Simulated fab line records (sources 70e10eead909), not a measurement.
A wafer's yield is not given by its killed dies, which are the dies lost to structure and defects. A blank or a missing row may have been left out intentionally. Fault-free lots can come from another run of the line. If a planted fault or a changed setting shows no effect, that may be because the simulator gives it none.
fab line records	flow nand-harc
[record] lots = 24	wafers = 72	last-day = 24
route steps=1159 shown A_WL_FILL@823 A_CONTACT@840
lots with no fault: from the same line, run without faults
start-h: the number of hours between the record's first day and the start of the first shown wafer of the lot	wait-h: how many hours have passed since the lot's step before this one	" repeats the value in the row above	L1.1+2: several wafers, shown together as one row	- no value, or no start was given	* or withheld: withheld	< > ~ a bound
route shown NAME@n: names a module that has steps shown in the file, with the first one's number in the route	usual: mean/standard deviation of fault-free wafers	same: alike in all rows	chamber/n: place in a boat	sites: readings site by site	_std_site: how widely they spread, as a standard deviation	_edge_site: inner sites' mean taken away from outer sites' mean	radius-mm: for every site, how far away it sits from the centre of the wafer	mask NAME#n: copy n	behind: the last tool/chamber to shape the wafer	hold: why the lot went on hold/how many hours it stayed there/how the hold came to an end	device: the transistor (n, p or np) that didn't switch	end of line: the tests these same wafers got at the end of their route	a step without rows: its recipe alone	killed: dies lost to structure and defects at the first sort, not the wafer's yield	map: dies across one wafer; x = killed, . = not, _ = none there
set.NAME: setting as actually run; set.NAME@STEP: the setting as run at that earlier step	model.NAME: the simulator's own value behind a step, which no gauge read
steps of the route over a sample of lots; a table a step, a row a wafer
services: a tool's chamber out of use, with start hour (start-h, from the record's first day; less than 0 if before it), hours out, and reason
[[steps]]
[step NHARC_A_WL_FILL_ETCHBACK_16]
[recipe] target-depth-a = 880	time-s = 17.6	c4f8-flow-sccm = withheld	o2-flow-sccm = 8	ar-flow-sccm = withheld	rf-w = 600	bias-w = 800	chemistry = C4F8/O2/Ar
[usual] oes-product-au = 0.99/0.033	rf-vpp-V = 723/4.6
lot.wafer	tool	chamber	start-h	wait-h	oes-product-au	rf-hours-counter-h	rf-vpp-V
L074.2	rie-diel-01	1	-	-	0.99	0.9	725
L074.1	"	3	"	"	1.00	0.8	718
L074.5	"	2	"	"	0.99	-	722
L077.4	rie-diel-09	1	-	-	0.99	2.3	732
L077.3	"	2	"	"	1.00	2.3	729
L077.6	"	1	"	"	0.99	-	730
L075.3	rie-diel-01	3	-	-	1.02	1.2	719
L075.2	"	1	"	"	0.98	1.3	725
L075.5	"	2	"	"	0.99	-	720
L076.4	rie-diel-01	2	-	-	0.95	1.7	722
L076.2	"	0	"	"	0.95	1.7	729
L076.5	"	2	"	"	0.93	-	721
L078.2	rie-diel-09	3	-	-	1.01	2.7	720
L078.3	"	2	"	"	1.01	2.8	728
L078.5	"	3	"	"	1.00	-	720
L080.4	rie-diel-01	2	-	-	0.99	2.0	722
L080.2	"	3	"	"	1.01	1.9	717
L080.6	"	2	"	"	0.98	-	721
L079.3	rie-diel-09	2	-	-	1.03	2.9	731
L079.2	"	3	"	"	1.01	2.8	720
L079.6	"	2	"	"	1.02	-	730
L081.2	rie-diel-04	0	-	-	1.01	5.8	718
L081.1	"	2	"	"	1.03	5.5	726
L081.4	"	2	"	"	1.02	-	725
L082.1	rie-diel-01	1	-	-	0.93	2.3	725
L082.3	"	3	"	"	0.96	2.3	718
L082.5	"	2	"	"	0.95	-	721
L083.3	rie-diel-04	3	-	-	0.99	5.4	721
L083.1	"	0	"	"	1.01	6.6	719
L083.5	"	3	"	"	1.01	-	719
L084.1	rie-diel-01	3	-	-	1.01	2.6	717
L084.2	"	1	"	"	0.99	2.5	725
L084.6	"	3	"	"	1.02	-	718
L085.4	rie-diel-09	3	-	-	1.00	3.6	720
L085.1	"	0	"	"	1.01	3.2	723
L085.5	"	0	"	"	1.00	-	724
L087.2	rie-diel-04	0	-	-	1.01	7.5	716
L087.4	"	1	"	"	0.99	-	720
L087.5	"	3	"	"	1.01	-	720
L086.1	rie-diel-04	2	-	-	0.94	7.7	725
L086.4	"	0	"	"	0.93	7.5	717
L086.6	"	1	"	"	0.92	-	718
L090.3	rie-diel-04	1	-	-	0.99	8.7	720
L090.1	"	2	"	"	1.02	8.6	725
L090.6	"	2	"	"	1.02	-	725
L088.3	rie-diel-09	2	-	-	1.00	0	730
L088.2	"	0	"	"	1.01	0	723
L088.6	"	3	"	"	1.01	-	721
L093.1	rie-diel-04	0	-	-	0.99	8.7	717
L093.2	"	3	"	"	0.99	7.4	719
L093.6	"	0	"	"	1.00	-	717
L089.1	rie-diel-01	1	-	-	0.91	4.0	725
L089.2	"	3	"	"	0.94	4.1	717
L089.5	"	0	"	"	0.93	-	729
L091.4	rie-diel-04	1	-	-	0.99	9.0	720
L091.1	"	0	"	"	1.01	8.8	716
L091.6	"	1	"	"	0.99	-	719
L092.1	rie-diel-09	3	-	-	1.00	0.4	720
L092.4	"	0	"	"	1.00	0.4	722
L092.3	"	1	"	"	1.02	0.5	731
L094.1	rie-diel-01	3	-	-	0.93	5.4	719
L094.4	"	1	"	"	0.91	5.4	724
L094.6	"	2	"	"	0.92	-	722
L096.4	rie-diel-09	1	-	-	1.02	0.9	732
L096.2	"	3	"	"	1.01	0.8	719
L096.5	"	1	"	"	1.02	-	731
L097.4	rie-diel-04	0	-	-	1.02	0.1	717
L097.2	"	3	"	"	1.02	0.1	721
L097.6	"	1	"	"	0.99	-	719
L095.1	rie-diel-01	3	-	-	0.94	6.0	718
L095.3	"	0	"	"	0.93	6.1	729
L095.6	"	3	"	"	0.94	-	717
[step NHARC_A_WL_FILL_STRIP_29]
[recipe] time-s = 20	o2-flow-sccm = 500	ar-flow-sccm = 0	bias-w = 0	chemistry = O2
[usual] drypump-motor-current-A = 5.8/0.44	o2-flow-sccm = 500.2/1.5	oes-product-au = 1.002/0.012	rf-vpp-V = 57.9/0.86	showerhead-plenum-p-Torr = 3.52/0.15	throttle-valve-pct = 17.034/0.0091
lot.wafer	tool	chamber	start-h	wait-h	drypump-motor-current-A	o2-flow-sccm	oes-product-au	rf-hours-counter-h	rf-vpp-V	showerhead-plenum-p-Torr	throttle-valve-pct
L074.2	rie-diel-01	3	346.93	0.1	6.2	502.4	1.003	0.8	57.7	3.34	17.044
L074.1	"	0	"	"	6.0	502.4	1.016	0.9	59.1	3.75	17.018
L074.5	"	0	"	"	6.0	500.5	1.011	-	59.0	3.75	17.024
L075.3	rie-diel-01	1	355.16	0.1	5.4	499.6	0.999	1.3	57.1	3.58	17.026
L075.2	"	3	"	"	6.2	498.2	1.009	1.2	57.7	3.34	17.035
L075.5	"	1	"	"	5.4	500.4	0.988	-	57.7	3.58	17.034
L077.4	rie-diel-09	0	355.16	0.1	5.3	500.6	0.987	2.0	57.8	3.53	17.024
L077.3	"	3	"	"	6.0	502.2	0.992	2.3	57.9	3.43	17.030
L077.6	"	0	"	"	5.3	500.5	0.995	-	58.3	3.53	17.030
L076.2	rie-diel-01	1	373.00	0.1	5.4	499.3	0.996	1.7	56.6	3.58	17.030
L076.4	"	2	"	"	5.4	500.5	0.995	1.8	58.1	3.45	17.046
L076.5	"	2	"	"	5.5	501.2	0.988	-	57.8	3.45	17.033
L078.2	rie-diel-09	0	373.05	0.1	5.3	499.4	0.982	2.5	57.0	3.53	17.042
L078.3	"	2	"	"	5.9	500.7	1.003	2.8	57.4	3.75	17.033
L078.5	"	0	"	"	5.3	501.2	0.982	-	59.3	3.53	17.026
L080.2	rie-diel-01	3	381.42	0.1	6.2	499.6	1.021	1.9	57.8	3.34	17.035
L080.4	"	1	"	"	5.4	500.9	0.990	1.9	57.8	3.57	17.011
L080.6	"	3	"	"	6.2	499.7	1.010	-	57.0	3.34	17.042
L079.2	rie-diel-09	1	381.45	0.1	5.0	497.2	0.986	2.9	58.0	3.79	17.030
L079.3	"	2	"	"	5.9	498.8	1.017	2.9	58.8	3.75	17.033
L079.6	"	0	"	"	5.3	497.6	0.996	-	56.9	3.53	17.022
L081.2	rie-diel-04	2	384.56	0.1	5.1	502.4	1.026	5.5	58.6	3.60	17.029
L081.1	"	0	"	"	6.0	499.5	1.011	5.8	57.3	3.34	17.011
L081.4	"	0	"	"	6.0	498.9	1.004	-	59.5	3.34	17.043
L083.1	rie-diel-04	0	402.32	0.1	6.0	500.9	1.013	6.6	55.5	3.34	17.029
L083.3	"	1	"	"	6.1	499.9	0.983	6.5	55.8	3.40	17.028
L083.5	"	3	"	"	6.4	500.1	1.019	-	58.1	3.43	17.026
L082.3	rie-diel-01	0	402.32	0.1	6.0	500.3	1.000	2.3	57.8	3.75	17.043
L082.1	"	1	"	"	5.4	501.1	0.982	2.3	58.0	3.57	17.024
L082.5	"	0	"	"	6.0	499.9	1.002	-	58.1	3.75	17.043
L084.2	rie-diel-01	0	407.71	0.1	6.0	496.6	1.015	2.5	58.6	3.75	17.030
L084.1	"	3	"	"	6.2	497.7	1.014	2.6	58.0	3.34	17.029
L084.6	"	0	"	"	6.0	498.6	1.010	-	59.1	3.75	17.024
L085.1	rie-diel-09	0	416.30	0.1	5.3	497.1	0.994	3.3	57.8	3.53	17.030
L085.4	"	2	"	"	5.9	500.4	1.015	3.8	56.3	3.75	17.032
L085.5	"	0	"	"	5.3	498.4	1.002	-	57.3	3.53	17.031
L087.2	rie-diel-04	0	419.42	0.1	6.0	500.5	1.010	7.5	57.5	3.34	17.037
L087.4	"	3	"	"	6.4	501.5	1.015	-	58.8	3.43	17.026
L087.5	"	0	"	"	6.0	500.0	1.010	-	59.0	3.34	17.027
L086.1	rie-diel-04	0	422.30	0.1	6.0	498.9	1.009	7.5	55.9	3.34	17.038
L086.4	"	3	"	"	6.4	499.2	1.016	6.6	57.5	3.43	17.044
L086.6	"	0	"	"	6.0	499.9	1.018	-	56.3	3.34	17.032
L090.1	rie-diel-04	0	441.08	0.1	6.0	503.2	1.019	8.6	58.5	3.34	17.027
L090.3	"	3	"	"	6.5	499.1	1.032	7.3	58.1	3.43	17.037
L090.6	"	1	"	"	6.2	500.1	0.988	-	57.7	3.39	17.036
L088.2	rie-diel-09	1	444.19	0.1	5.0	501.2	1.017	0.0	57.9	3.79	17.030
L088.3	"	2	"	"	5.9	500.6	1.006	0.0	58.3	3.75	17.034
L088.6	"	0	"	"	5.3	500.3	1.000	-	57.6	3.53	17.039
L093.2	rie-diel-04	3	446.17	0.1	6.4	500.6	1.006	7.4	58.3	3.43	17.017
L093.1	"	0	"	"	6.0	499.5	1.018	8.7	57.9	3.34	17.040
L093.6	"	1	"	"	6.1	500.0	0.994	-	57.0	3.40	17.047
L089.2	rie-diel-01	1	449.55	0.1	5.4	499.8	0.992	4.0	57.6	3.57	17.047
L089.1	"	3	"	"	6.2	501.8	1.006	4.1	57.1	3.34	17.049
L089.5	"	2	"	"	5.4	503.3	0.991	-	58.2	3.45	17.044
L091.1	rie-diel-04	3	450.04	0.1	6.4	498.6	1.016	7.6	57.9	3.43	17.020
L091.4	"	0	"	"	6.0	500.9	1.016	8.8	58.0	3.33	17.044
L091.6	"	2	"	"	5.1	498.2	1.021	-	58.0	3.60	17.030
L092.1	rie-diel-09	2	460.29	0.1	5.9	500.5	1.015	0.5	59.4	3.75	17.038
L092.3	"	3	"	"	6.0	498.0	1.004	0.4	56.1	3.43	17.038
L092.4	"	0	"	"	5.3	499.4	0.997	0.4	57.8	3.53	17.039
L094.1	rie-diel-01	0	474.12	0.1	6.0	501.9	1.005	5.5	57.9	3.75	17.018
L094.4	"	1	"	"	5.4	498.8	0.986	5.4	57.4	3.57	17.038
L094.6	"	2	"	"	5.4	498.6	0.994	-	58.4	3.45	17.032
L096.2	rie-diel-09	1	475.16	0.1	5.0	500.1	1.006	0.9	59.1	3.79	17.046
L096.4	"	2	"	"	5.9	497.6	1.003	0.9	57.3	3.75	17.045
L096.5	"	0	"	"	5.3	500.4	0.994	-	58.2	3.53	17.037
L097.2	rie-diel-04	0	477.16	0.1	6.0	500.1	1.005	0.1	56.9	3.33	17.040
L097.4	"	1	"	"	6.2	499.6	0.994	0.1	55.9	3.39	17.040
L097.6	"	3	"	"	6.4	500.2	0.999	-	56.7	3.43	17.048
L095.3	rie-diel-01	1	487.04	0.1	5.4	501.1	0.979	6.0	58.4	3.57	17.055
L095.1	"	0	"	"	6.0	501.5	1.003	6.1	58.6	3.75	17.037
L095.6	"	2	"	"	5.4	498.3	0.991	-	57.6	3.45	17.030
[step NHARC_A_WL_FILL_INSPECT_15]
[usual] raw-defect-count = 380/130
lot.wafer	tool	chamber	start-h	wait-h	raw-defect-count
L074.1	defect-inspect-02	-	358.25	0.0	277
L074.2	"	-	"	"	268
L074.5	"	-	"	"	351
L075.2	defect-inspect-01	-	368.70	0.0	294
L075.3	"	-	"	"	329
L075.5	"	-	"	"	362
L077.3	defect-inspect-01	-	369.64	0.0	394
L077.4	"	-	"	"	515
L077.6	"	-	"	"	523
L078.2	defect-inspect-01	-	384.61	0.0	465
L078.3	"	-	"	"	269
L078.5	"	-	"	"	262
L076.2	defect-inspect-02	-	388.89	0.0	315
L076.4	"	-	"	"	330
L076.5	"	-	"	"	279
L079.2	defect-inspect-02	-	400.34	0.0	630
L079.3	"	-	"	"	547
L079.6	"	-	"	"	389
L080.2	defect-inspect-02	-	401.93	0.0	650
L080.4	"	-	"	"	387
L080.6	"	-	"	"	367
L081.1	defect-inspect-02	-	404.64	0.0	164
L081.2	"	-	"	"	253
L081.4	"	-	"	"	201
L082.1	defect-inspect-02	-	414.47	0.0	920
L082.3	"	-	"	"	317
L082.5	"	-	"	"	859
L083.1	defect-inspect-01	-	414.68	0.0	335
L083.3	"	-	"	"	502
L083.5	"	-	"	"	437
L084.1	defect-inspect-02	-	419.98	0.0	253
L084.2	"	-	"	"	284
L084.6	"	-	"	"	432
L085.1	defect-inspect-02	-	427.78	0.0	215
L085.4	"	-	"	"	309
L085.5	"	-	"	"	245
L087.2	defect-inspect-02	-	433.70	0.0	286
L087.4	"	-	"	"	266
L087.5	"	-	"	"	305
L086.1	defect-inspect-01	-	440.04	0.0	404
L086.4	"	-	"	"	459
L086.6	"	-	"	"	427
L090.1	defect-inspect-01	-	452.41	0.0	414
L090.3	"	-	"	"	494
L090.6	"	-	"	"	468
L088.2	defect-inspect-02	-	455.48	0.0	676
L088.3	"	-	"	"	476
L088.6	"	-	"	"	601
L093.1	defect-inspect-02	-	456.70	0.1	282
L093.2	"	-	"	"	334
L093.6	"	-	"	"	262
L089.1	defect-inspect-02	-	461.48	0.0	258
L089.2	"	-	"	"	240
L089.5	"	-	"	"	248
L091.1	defect-inspect-02	-	461.65	0.1	234
L091.4	"	-	"	"	322
L091.6	"	-	"	"	293
L092.1	defect-inspect-02	-	471.48	0.0	377
L092.3	"	-	"	"	352
L092.4	"	-	"	"	288
L094.1	defect-inspect-02	-	485.38	0.0	436
L094.4	"	-	"	"	318
L094.6	"	-	"	"	640
L096.2	defect-inspect-02	-	485.44	0.0	428
L096.4	"	-	"	"	425
L096.5	"	-	"	"	546
L097.2	defect-inspect-02	-	491.60	0.0	342
L097.4	"	-	"	"	279
L097.6	"	-	"	"	500
L095.1	defect-inspect-02	-	502.17	0.0	280
L095.3	"	-	"	"	429
L095.6	"	-	"	"	280
[step NHARC_A_CONTACT_DEP_24]
[recipe] target-thk-a = 5000	temp-c = 400	pressure-torr = 6.5	rf-w = 900	teos-flow-sccm = 161.4	flow-sccm = 2650	target-thk-nm = 500	gas = O2	material = SiO2
[usual] heater-power-w = 552/100	throttle-valve-pct = 16.0/0.44
lot.wafer	tool	chamber	start-h	wait-h	heater-power-w	throttle-valve-pct
L074.2	pecvd-04	0	358.32	0.1	539	15.4
L074.1	"	2	"	"	478	16.0
L074.5	"	2	"	"	499	16.1
L075.2	pecvd-03	2	368.86	0.2	535	15.9
L075.3	"	1	"	"	620	16.0
L075.5	"	2	"	"	593	15.9
L077.3	pecvd-04	2	369.77	0.1	375	16.3
L077.6	"	1	"	"	757	16.3
L077.4	"	2	"	"	423	16.2
L078.3	pecvd-01	1	385.31	0.7	373	16.0
L078.2	"	2	"	"	434	16.1
L078.5	"	1	"	"	397	16.0
L076.2	pecvd-03	2	388.96	0.1	576	16.1
L076.4	"	0	"	"	665	16.8
L076.5	"	1	"	"	580	16.3
L079.3	pecvd-03	0	400.40	0.1	676	16.8
L079.2	"	1	"	"	614	16.3
L079.6	"	0	"	"	522	16.8
L080.2	pecvd-01	1	402.00	0.1	475	16.0
L080.6	"	1	"	"	484	16.1
L080.4	"	0	"	"	577	15.9
L081.1	pecvd-01	0	404.71	0.1	643	16.0
L081.2	"	2	"	"	444	16.2
L081.4	"	1	"	"	356	16.0
L082.3	pecvd-03	2	414.74	0.3	555	16.0
L082.1	"	0	"	"	604	17.0
L082.5	"	0	"	"	645	16.7
L083.3	pecvd-01	1	414.77	0.1	480	16.1
L083.1	"	0	"	"	638	15.9
L083.5	"	1	"	"	489	16.0
L084.1	pecvd-04	1	420.04	0.1	663	16.0
L084.2	"	0	"	"	521	15.4
L084.6	"	1	"	"	691	15.9
L085.1	pecvd-03	1	428.21	0.4	587	16.0
L085.4	"	0	"	"	583	17.0
L085.5	"	1	"	"	619	16.2
L087.2	pecvd-04	2	433.77	0.1	434	15.2
L087.4	"	2	"	"	456	14.9
L087.5	"	2	"	"	477	14.9
L086.1	pecvd-03	2	440.34	0.3	513	15.7
L086.6	"	1	"	"	644	16.0
L086.4	"	2	"	"	538	15.9
L090.1	pecvd-01	1	452.48	0.1	393	16.4
L090.3	"	0	"	"	716	15.5
L090.6	"	1	"	"	423	16.3
L088.3	pecvd-01	0	455.55	0.1	667	15.7
L088.2	"	1	"	"	436	16.4
L088.6	"	0	"	"	715	15.7
L093.1	pecvd-01	1	456.77	0.1	473	16.4
L093.2	"	0	"	"	744	15.7
L093.6	"	0	"	"	713	15.7
L089.1	pecvd-03	1	461.61	0.1	566	16.3
L089.2	"	2	"	"	463	16.4
L089.5	"	0	"	"	642	17.0
L091.1	pecvd-04	2	461.84	0.2	496	15.0
L091.4	"	0	"	"	600	15.6
L091.6	"	2	"	"	507	15.4
L092.1	pecvd-01	1	471.55	0.1	419	16.5
L092.3	"	2	"	"	453	15.9
L092.4	"	0	"	"	668	15.7
L096.2	pecvd-01	0	485.50	0.1	748	15.7
L096.5	"	0	"	"	783	15.9
L096.4	"	2	"	"	415	15.9
L094.1	pecvd-04	2	485.51	0.1	503	15.4
L094.4	"	2	"	"	379	15.3
L094.6	"	0	"	"	553	15.3
L097.2	pecvd-04	0	491.66	0.1	561	15.4
L097.4	"	0	"	"	595	15.5
L097.6	"	2	"	"	504	15.7
L095.1	pecvd-03	1	502.24	0.1	658	16.2
L095.3	"	2	"	"	442	15.9
L095.6	"	2	"	"	470	16.3
[step NHARC_A_CONTACT_ETCH_120]
[recipe] source-w = withheld	pressure-mtorr = 20	bias-v = 3000	time-s = 94	target-depth-a = 9220	ar-flow-sccm = withheld	c4f8-flow-sccm = withheld	o2-flow-sccm = withheld	chemistry = C4F8/O2/Ar
lot.wafer	tool	chamber	start-h	wait-h	rf-hours-counter-h
L074.1	har-cap-etch-02	1	365.03	0.1	7
L074.2	"	0	"	"	7
L074.5	"	1	"	"	-
L077.3	har-cap-etch-02	0	376.86	0.1	-
L077.4	"	1	"	"	-
L077.6	"	1	"	"	-
L075.2	har-cap-etch-03	1	377.05	0.1	79
L075.3	"	1	"	"	-
L075.5	"	0	"	"	-
L078.2	har-cap-etch-01	1	391.16	0.1	62
L078.3	"	0	"	"	-
L078.5	"	1	"	"	-
L076.2	har-cap-etch-01	0	395.10	0.1	63
L076.4	"	0	"	"	-
L076.5	"	0	"	"	-
L079.2	har-cap-etch-01	0	406.17	0.1	64
L079.3	"	1	"	"	-
L079.6	"	0	"	"	-
L080.2	har-cap-etch-03	0	408.45	0.1	84
L080.4	"	1	"	"	-
L080.6	"	1	"	"	-
L081.1	har-cap-etch-02	1	411.23	0.1	15
L081.2	"	0	"	"	15
L081.4	"	0	"	"	-
L082.1	har-cap-etch-03	0	424.24	0.1	86
L082.3	"	0	"	"	-
L082.5	"	1	"	"	-
L083.1	har-cap-etch-02	1	424.63	0.1	18
L083.3	"	0	"	"	-
L083.5	"	1	"	"	-
L084.1	har-cap-etch-03	0	428.67	0.1	88
L084.2	"	1	"	"	88
L084.6	"	1	"	"	-
L085.1	har-cap-etch-02	0	434.32	0.1	20
L085.4	"	0	"	"	-
L085.5	"	0	"	"	-
L087.2	har-cap-etch-01	1	440.19	0.1	72
L087.4	"	1	"	"	-
L087.5	"	0	"	"	-
L086.1	har-cap-etch-01	1	446.70	0.1	73
L086.4	"	1	"	"	-
L086.6	"	0	"	"	-
L090.1	har-cap-etch-03	0	458.42	0.1	93
L090.3	"	1	"	"	-
L090.6	"	1	"	"	-
L088.2	har-cap-etch-02	0	462.25	0.1	24
L088.3	"	1	"	"	-
L088.6	"	1	"	"	-
L093.1	har-cap-etch-03	0	464.33	0.1	94
L093.2	"	1	"	"	94
L093.6	"	0	"	"	-
L089.2	har-cap-etch-02	0	469.78	0.1	26
L089.1	"	1	"	"	26
L089.5	"	0	"	"	-
L091.1	har-cap-etch-03	1	470.09	0.1	95
L091.4	"	0	"	"	-
L091.6	"	0	"	"	-
L092.1	har-cap-etch-02	1	477.76	0.1	28
L092.3	"	1	"	"	-
L092.4	"	0	"	"	-
L094.1	har-cap-etch-03	1	493.87	0.1	100
L094.4	"	1	"	"	-
L094.6	"	1	"	"	-
L096.2	har-cap-etch-02	0	494.98	0.1	31
L096.4	"	0	"	"	-
L096.5	"	1	"	"	-
L097.2	har-cap-etch-01	1	497.50	0.1	82
L097.4	"	1	"	"	-
L097.6	"	1	"	"	-
L095.1	har-cap-etch-03	1	508.29	0.1	103
L095.3	"	0	"	"	-
L095.6	"	0	"	"	-
[step NHARC_A_CONTACT_ETCH_130]
[recipe] source-w = withheld	pressure-mtorr = 20	bias-v = 1200	time-s = 155	target-depth-a = 9560	ar-flow-sccm = withheld	c4f8-flow-sccm = withheld	o2-flow-sccm = withheld	chemistry = C4F8/O2/Ar
lot.wafer	tool	chamber	start-h	wait-h	rf-hours-counter-h
L074.1	har-cap-etch-01	0	372.16	0.1	58
L074.2	"	1	"	"	58
L074.5	"	0	"	"	-
L077.4	har-cap-etch-02	1	384.64	0.2	-
L077.3	"	0	"	"	-
L077.6	"	1	"	"	-
L075.2	har-cap-etch-03	1	385.49	0.1	81
L075.3	"	0	"	"	-
L075.5	"	0	"	"	-
L078.2	har-cap-etch-02	1	400.02	0.2	13
L078.3	"	1	"	"	-
L078.5	"	0	"	"	-
L076.2	har-cap-etch-03	1	403.90	0.1	83
L076.4	"	1	"	"	-
L076.5	"	1	"	"	-
L079.2	har-cap-etch-03	0	414.73	0.1	85
L079.3	"	0	"	"	-
L079.6	"	0	"	"	-
L080.2	har-cap-etch-01	1	416.36	0.1	66
L080.4	"	1	"	"	-
L080.6	"	0	"	"	-
L081.2	har-cap-etch-02	0	421.22	0.1	17
L081.1	"	1	"	"	17
L081.4	"	0	"	"	-
L082.1	har-cap-etch-01	1	431.34	0.1	69
L082.3	"	0	"	"	-
L082.5	"	0	"	"	-
L083.1	har-cap-etch-03	0	431.39	0.1	89
L083.3	"	0	"	"	-
L083.5	"	0	"	"	-
L084.1	har-cap-etch-01	1	435.41	0.1	70
L084.2	"	0	"	"	70
L084.6	"	1	"	"	-
L085.1	har-cap-etch-03	0	441.16	0.1	91
L085.4	"	0	"	"	-
L085.5	"	0	"	"	-
L087.2	har-cap-etch-02	0	447.17	0.1	22
L087.4	"	0	"	"	-
L087.5	"	1	"	"	-
L086.1	har-cap-etch-01	0	453.62	0.1	74
L086.4	"	1	"	"	-
L086.6	"	0	"	"	-
L090.1	har-cap-etch-01	1	468.60	0.1	76
L090.3	"	1	"	"	-
L090.6	"	0	"	"	-
L088.2	har-cap-etch-01	1	471.65	0.1	78
L088.3	"	0	"	"	-
L088.6	"	1	"	"	-
L093.2	har-cap-etch-02	1	472.57	0.1	27
L093.1	"	0	"	"	27
L093.6	"	1	"	"	-
L089.1	har-cap-etch-01	0	476.77	0.1	79
L089.2	"	1	"	"	79
L089.5	"	0	"	"	-
L091.1	har-cap-etch-03	0	478.85	0.1	97
L091.4	"	0	"	"	-
L091.6	"	0	"	"	-
L092.1	har-cap-etch-03	1	484.90	0.1	99
L092.4	"	0	"	"	-
L092.3	"	1	"	"	-
L094.1	har-cap-etch-03	1	500.97	0.1	101
L094.4	"	1	"	"	-
L094.6	"	1	"	"	-
L096.2	har-cap-etch-02	0	502.61	0.1	32
L096.4	"	1	"	"	-
L096.5	"	0	"	"	-
L097.2	har-cap-etch-01	0	504.42	0.1	84
L097.4	"	0	"	"	-
L097.6	"	1	"	"	-
L095.1	har-cap-etch-02	1	515.84	0.1	35
L095.3	"	0	"	"	-
L095.6	"	1	"	"	-
[[services]]
tool	chamber	start-h	hours	kind
rie-diel-01	0	323.80	-	clean
rie-diel-01	1	323.80	-	clean
rie-diel-01	2	323.80	-	clean
rie-diel-01	3	323.80	-	clean
rie-diel-09	-	342.18	0.4	repair
pecvd-04	2	348.54	4.4	repair
pecvd-03	0	362.61	15.2	repair
rie-diel-01	0	365.87	1.3	repair
rie-diel-01	1	366.16	5.9	repair
pecvd-04	-	376.03	13.0	pm
rie-diel-04	3	381.38	15.9	repair
rie-diel-09	0	390.39	4.3	repair
pecvd-04	0	397.12	12.1	repair
pecvd-03	-	407.82	2.8	repair
rie-diel-04	2	417.09	3.9	repair
pecvd-01	-	418.05	13.0	pm
pecvd-04	1	423.40	20.0	repair
rie-diel-09	-	431.10	9.0	pm
pecvd-04	-	438.43	3.3	repair
har-cap-etch-01	-	460.12	0.6	repair
rie-diel-04	-	465.90	9.0	pm
pecvd-03	-	473.90	13.0	pm
rie-diel-01	-	491.80	9.0	pm
pecvd-01	2	502.57	4.8	repair
[[key]]
fault none
